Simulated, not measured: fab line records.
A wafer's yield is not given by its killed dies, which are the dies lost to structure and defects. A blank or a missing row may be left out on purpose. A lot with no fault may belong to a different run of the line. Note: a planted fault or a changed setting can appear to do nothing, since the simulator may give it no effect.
Chamber matching	flow nand_harc	NHARC_A_BLC_ALD_23 on ald_metal-03: 4 sister chambers
The step deposits TiN, target thk 3 nm, pulse time 1 s, ald cycles 150. 8 wafers are shown with their chamber, then 9 later ones without.

## WAFERS, EACH WITH ITS CHAMBER
wafer	chamber	heater_power_w (W)	precursor_pulse_height_rel
L632.5	1	1111	1.001
L634.6	1	1091	1.019
L635.3	2	1124	1.010
L644.1	0	1127	1.011
L644.4	3	971	0.995
L646.1	2	1155	1.036
L646.3	3	963	0.987
L646.5	0	1132	0.973

## WAFERS WITHOUT THEIR CHAMBER
wafer	heater_power_w (W)	precursor_pulse_height_rel
L647.4	1169	0.979
L647.5	1121	1.018
L647.6	1150	1.032
L648.1	1132	0.970
L648.3	1130	1.010
L648.5	970	0.952
L652.1	995	0.990
L652.4	1143	0.981
L652.6	974	0.978

## CHAMBER TAKEN BY EACH
wafer	from the rows above	in truth
L647.4	can't be placed: 0 or 2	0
L647.5	can't be placed: 2 or 1 or 0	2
L647.6	can't be placed: 2 or 0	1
L648.1	can't be placed: 0 or 2 or 1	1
L648.3	can't be placed: 0 or 2 or 1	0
L648.5	3	3
L652.1	3	3
L652.4	can't be placed: 0 or 2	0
L652.6	3	3
Correctly placed: 3 of 9. Can't be placed from these rows: 6 (the true chamber is among the candidates in 5). 0 placed wrongly.
How it was worked out, from the rows above alone: a wafer's distance from a chamber is the root of the sum, over the readings, of the square of ((its reading less the chamber's mean) divided by the reading's scatter). If the next closest chamber is less than 2 further off than the closest, the wafer can't be placed; otherwise it belongs to the closest. The mean given for a chamber averages the wafers shown for that chamber. The scatter is the square root of a quotient: the sum, over the shown wafers, of each reading's squared deviation from its chamber's mean, divided by wafers minus chambers.
